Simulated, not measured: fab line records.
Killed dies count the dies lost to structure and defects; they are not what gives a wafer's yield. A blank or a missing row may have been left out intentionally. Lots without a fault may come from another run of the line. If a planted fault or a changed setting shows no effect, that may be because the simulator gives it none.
Which tool did it? | flow n5Finfet | Sampling: 22 lots, 66 wafers, 4 of 1938 route steps

== WHAT EACH GAUGE READ, for each wafer ==
N5_MOL_CONTACT_COAG_OVL_MEAS_41. Usual: VD_OVL 0.2 nm, standard deviation 0.66.
lot  | measured     | on         | VD_OVL (nm)    | flag
L074 | day 5 03:56  | overlay-01 | -0.5 0.4 0.7   | 
L075 | day 5 06:59  | overlay-01 | -0.2 0.5 0.5   | 
L076 | day 5 12:52  | overlay-01 | -0.4 0.6 -0.8  | 
L077 | day 5 20:42  | overlay-02 | 0.2 1.1 0.4    | 
L078 | day 6 02:31  | overlay-01 | 0.8 0.3 0.6    | 
L079 | day 6 10:06  | overlay-01 | 0.1 -0.2 0.3   | 
L080 | day 6 17:43  | overlay-01 | -0.1 -0.2 0.4  | 
L081 | day 6 23:07  | overlay-02 | 0.6 0.5 0.5    | 
L082 | day 7 08:58  | overlay-02 | 1.3 0.7 0.1    | 
L083 | day 7 12:05  | overlay-01 | -0.4 -0.1 0.6  | 
L084 | day 7 14:22  | overlay-02 | 0.3 1.0 1.0    | 
L085 | day 8 00:04  | overlay-01 | -0.4 -0.9 0.4  | 
L086 | day 8 03:40  | overlay-02 | -0.7 1.2 0.1   | 
L087 | day 8 12:04  | overlay-02 | 0.5 0.0 -0.3   | 
L088 | day 8 12:20  | overlay-02 | -1.1 0.0 0.1   | 
L089 | day 8 23:52  | overlay-02 | 0.9 1.4 1.1    | 
L092 | day 9 14:37  | overlay-02 | -0.4 -0.9 -0.6 | 
L093 | day 9 21:03  | overlay-02 | -0.6 -0.3 0.3  | 
L094 | day 10 02:43 | overlay-02 | -0.1 -0.4 -0.3 | 
L095 | day 10 14:10 | overlay-01 | -0.2 0.8 0.7   | 
L096 | day 10 20:01 | overlay-02 | -0.3 0.0 0.4   | 
L097 | day 11 03:50 | overlay-01 | 1.9 0.9 1.7    | 

N5_BEOL_M0_SAQP_OVL_MEAS_15. Usual: M0_CORE_OVL -0.1 nm, standard deviation 0.89.
lot  | measured     | on         | M0_CORE_OVL (nm) | flag
L074 | day 5 12:17  | overlay-02 | 0.2 0.7 -0.6     | 
L075 | day 5 15:47  | overlay-02 | 0.4 0.0 -0.2     | 
L076 | day 5 20:16  | overlay-02 | 0.3 -0.8 0.9     | 
L077 | day 6 05:14  | overlay-02 | 0.0 -0.3 0.1     | 
L078 | day 6 10:08  | overlay-01 | -0.4 0.6 -1.2    | 
L079 | day 6 18:20  | overlay-01 | 0.7 1.3 0.0      | 
L080 | day 6 23:55  | overlay-02 | -0.6 0.1 -0.1    | 
L081 | day 7 05:41  | overlay-01 | -0.3 0.3 0.0     | 
L082 | day 7 16:11  | overlay-02 | -0.7 -2.0 -2.0   | 
L083 | day 7 19:52  | overlay-01 | -0.4 0.4 0.9     | 
L084 | day 7 21:12  | overlay-02 | -1.8 -1.3 -2.1   | 
L085 | day 8 07:29  | overlay-01 | -1.4 0.0 -1.0    | 
L086 | day 8 12:53  | overlay-02 | -0.3 -1.1 -0.3   | 
L087 | day 8 19:29  | overlay-01 | 2.0 -0.3 -0.2    | 
L088 | day 8 23:00  | overlay-02 | -0.7 0.2 0.4     | 
L089 | day 9 06:47  | overlay-02 | 0.4 1.8 0.4      | 
L092 | day 9 21:45  | overlay-01 | 1.9 -0.1 1.2     | 
L093 | day 10 03:22 | overlay-01 | -0.6 -0.7 0.2    | 
L094 | day 10 09:14 | overlay-01 | -2.3 -1.6 -1.8   | 
L095 | day 10 20:37 | overlay-02 | 0.7 0.6 0.8      | 
L096 | day 11 02:22 | overlay-02 | -0.6 0.1 0.3     | 
L097 | day 11 10:13 | overlay-02 | 0.3 0.3 0.8      | 

== EACH LOT AND THE TOOL THAT RAN IT (in order: tool; ch and the chambers of the sampled wafers; start) ==
lot  | N5_BEOL_M0_SAQP_ILD_DEP_01      | N5_BEOL_M0_SAQP_PECVD_96
L074 | pecvd-04 ch 0,2, day 5 10:25    | pecvd-03 ch 0,1,2, day 5 11:35
L075 | pecvd-04 ch 0,1,2, day 5 13:25  | pecvd-03 ch 0,1,2, day 5 15:05
L076 | pecvd-02 ch 0,2, day 5 18:07    | pecvd-02 ch 0,1, day 5 19:34
L077 | pecvd-03 ch 1,2, day 6 01:50    | pecvd-03 ch 0,1,2, day 6 03:40
L078 | pecvd-03 ch 0,1,2, day 6 07:36  | pecvd-03 ch 0,1,2, day 6 09:26
L079 | pecvd-02 ch 0,1, day 6 15:10    | pecvd-03 ch 1,2, day 6 17:38
L080 | pecvd-02 ch 0,2, day 6 23:01    | pecvd-02 ch 0,1,2, day 6 23:14
L081 | pecvd-04 ch 0,1,2, day 7 04:11  | pecvd-02 ch 0,2, day 7 05:00
L082 | pecvd-02 ch 0,1,2, day 7 14:04  | pecvd-04 ch 0,1,2, day 7 15:29
L083 | pecvd-02 ch 1,2, day 7 17:08    | pecvd-03 ch 1,2, day 7 19:10
L084 | pecvd-03 ch 0,1, day 7 20:10    | pecvd-02 ch 0,1,2, day 7 20:30
L085 | pecvd-02 ch 0,1, day 8 05:23    | pecvd-04 ch 0,1,2, day 8 06:48
L086 | pecvd-04 ch 0,1,2, day 8 09:08  | pecvd-02 ch 0,1,2, day 8 12:11
L087 | pecvd-02 ch 1,2, day 8 17:27    | pecvd-04 ch 1,2, day 8 18:47
L088 | pecvd-02 ch 0,1,2, day 8 20:27  | pecvd-04 ch 0,1,2, day 8 22:18
L089 | pecvd-03 ch 1,2, day 9 05:10    | pecvd-04 ch 0,1,2, day 9 06:05
L092 | pecvd-04 ch 0,1,2, day 9 19:50  | pecvd-02 ch 0,1,2, day 9 21:10
L093 | pecvd-03 ch 0,1, day 10 02:23   | pecvd-03 ch 0,1, day 10 02:37
L094 | pecvd-02 ch 0,1,2, day 10 07:48 | pecvd-04 ch 0,1,2, day 10 08:40
L095 | pecvd-02 ch 0,1, day 10 19:15   | pecvd-04 ch 1,2, day 10 19:56
L096 | pecvd-03 ch 1,2, day 11 01:14   | pecvd-03 ch 0,1, day 11 01:47
L097 | pecvd-04 ch 0,1,2, day 11 08:56 | pecvd-03 ch 0,2, day 11 09:39
- N5_BEOL_M0_SAQP_ILD_DEP_01: deposits SiOC from DEMS/O2, target thk 45.419 nm, time 8.7 s.
- N5_BEOL_M0_SAQP_PECVD_96: deposits a-Si from SiH4/He, target thk 45 nm, time 45.2 s.

== AS READ BY THE TOOLS THEMSELVES (means over the sampled wafers that have a number; for cases with no such wafer, the mark the record gives instead) ==
N5_BEOL_M0_SAQP_ILD_DEP_01. Usual: heaterPowerW 515 W, standard deviation 82; rfFwdPowerW 491 W, standard deviation 3.1; showerheadPlenumPTorr 5.688 Torr, standard deviation 0.012; throttleValvePct 12.0 %, standard deviation 0.58.
lot  | tool     | heaterPowerW (W) | rfFwdPowerW (W) | showerheadPlenumPTorr (Torr) | throttleValvePct (%) | flag
L074 | pecvd-04 | 561              | 495             | 5.689                        | 11.8                 | 
L075 | pecvd-04 | 560              | 494             | 5.689                        | 11.6                 | 
L076 | pecvd-02 | 571              | 489             | 5.695                        | 12.0                 | 
L077 | pecvd-03 | 460              | 493             | 5.673                        | 12.0                 | 
L078 | pecvd-03 | 428              | 491             | 5.682                        | 12.5                 | 
L079 | pecvd-02 | 438              | 489             | 5.688                        | 12.0                 | 
L080 | pecvd-02 | 615              | 491             | 5.687                        | 11.6                 | 
L081 | pecvd-04 | 583              | 494             | 5.690                        | 11.6                 | 
L082 | pecvd-02 | 528              | 489             | 5.694                        | 12.0                 | 
L083 | pecvd-02 | 574              | 490             | 5.695                        | 11.8                 | 
L084 | pecvd-03 | 495              | 490             | 5.678                        | 12.9                 | 
L085 | pecvd-02 | 501              | 489             | 5.700                        | 12.2                 | 
L086 | pecvd-04 | 581              | 493             | 5.685                        | 11.6                 | 
L087 | pecvd-02 | 462              | 492             | 5.699                        | 11.8                 | 
L088 | pecvd-02 | 514              | 490             | 5.690                        | 11.9                 | 
L089 | pecvd-03 | 400              | 493             | 5.679                        | 11.8                 | 
L092 | pecvd-04 | 563              | 492             | 5.682                        | 11.8                 | 
L093 | pecvd-03 | 475              | 490             | 5.672                        | 13.0                 | 
L094 | pecvd-02 | 500              | 490             | 5.691                        | 11.9                 | 
L095 | pecvd-02 | 459              | 491             | 5.694                        | 12.0                 | 
L096 | pecvd-03 | 384              | 494             | 5.675                        | 11.2                 | 
L097 | pecvd-04 | 578              | 493             | 5.684                        | 11.7                 | 

N5_BEOL_M0_SAQP_PECVD_96. Usual: heaterPowerW 645 W, standard deviation 81; rfFwdPowerW 99.0 W, standard deviation 0.46; showerheadPlenumPTorr 5.63 Torr, standard deviation 0.035; throttleValvePct 18.4 %, standard deviation 1.
lot  | tool     | heaterPowerW (W) | rfFwdPowerW (W) | showerheadPlenumPTorr (Torr) | throttleValvePct (%) | flag
L074 | pecvd-03 | 600              | 98.8            | 5.61                         | 18.9                 | 
L075 | pecvd-03 | 574              | 98.9            | 5.60                         | 19.0                 | 
L076 | pecvd-02 | 600              | 98.8            | 5.65                         | 18.4                 | 
L077 | pecvd-03 | 597              | 98.9            | 5.61                         | 18.9                 | 
L078 | pecvd-03 | 602              | 99.3            | 5.62                         | 19.0                 | 
L079 | pecvd-03 | 583              | 99.3            | 5.61                         | 18.1                 | 
L080 | pecvd-02 | 680              | 98.7            | 5.66                         | 18.1                 | 
L081 | pecvd-02 | 652              | 98.7            | 5.66                         | 18.1                 | 
L082 | pecvd-04 | 750              | 99.0            | 5.64                         | 17.8                 | 
L083 | pecvd-03 | 543              | 99.3            | 5.60                         | 18.4                 | 
L084 | pecvd-02 | 663              | 98.6            | 5.65                         | 17.9                 | 
L085 | pecvd-04 | 727              | 99.3            | 5.63                         | 17.7                 | 
L086 | pecvd-02 | 601              | 99.0            | 5.67                         | 18.2                 | 
L087 | pecvd-04 | 753              | 99.1            | 5.60                         | 17.5                 | 
L088 | pecvd-04 | 733              | 99.1            | 5.63                         | 17.9                 | 
L089 | pecvd-04 | 730              | 99.7            | 5.64                         | 18.0                 | 
L092 | pecvd-02 | 621              | 98.8            | 5.66                         | 18.1                 | 
L093 | pecvd-03 | 614              | 98.6            | 5.60                         | 19.9                 | 
L094 | pecvd-04 | 733              | 99.0            | 5.64                         | 17.9                 | 
L095 | pecvd-04 | 767              | 99.4            | 5.62                         | 17.7                 | 
L096 | pecvd-03 | 636              | 99.0            | 5.63                         | 19.9                 | 
L097 | pecvd-03 | 552              | 98.8            | 5.59                         | 17.2                 | 

== THE ANSWER, worked out from the rows above alone ==
Rule: lot off if the mean of its wafers having a number is beyond 3 standard deviations from the usual mean. A lot without any number at a reading at which 4 lots or more have one is off too. Any other lot the step has rows for is counted as sound. First the gauges in route order, then the tools' own readings, where a lot's mean is used as printed above. The first step at which some lot is off is used, and at that step the reading that is off furthest; a lot without a number counts as furthest.
No lot is off on any of the readings shown, so nothing can be concluded from this.

== WHAT THE SIMULATOR HAD PUT IN ==
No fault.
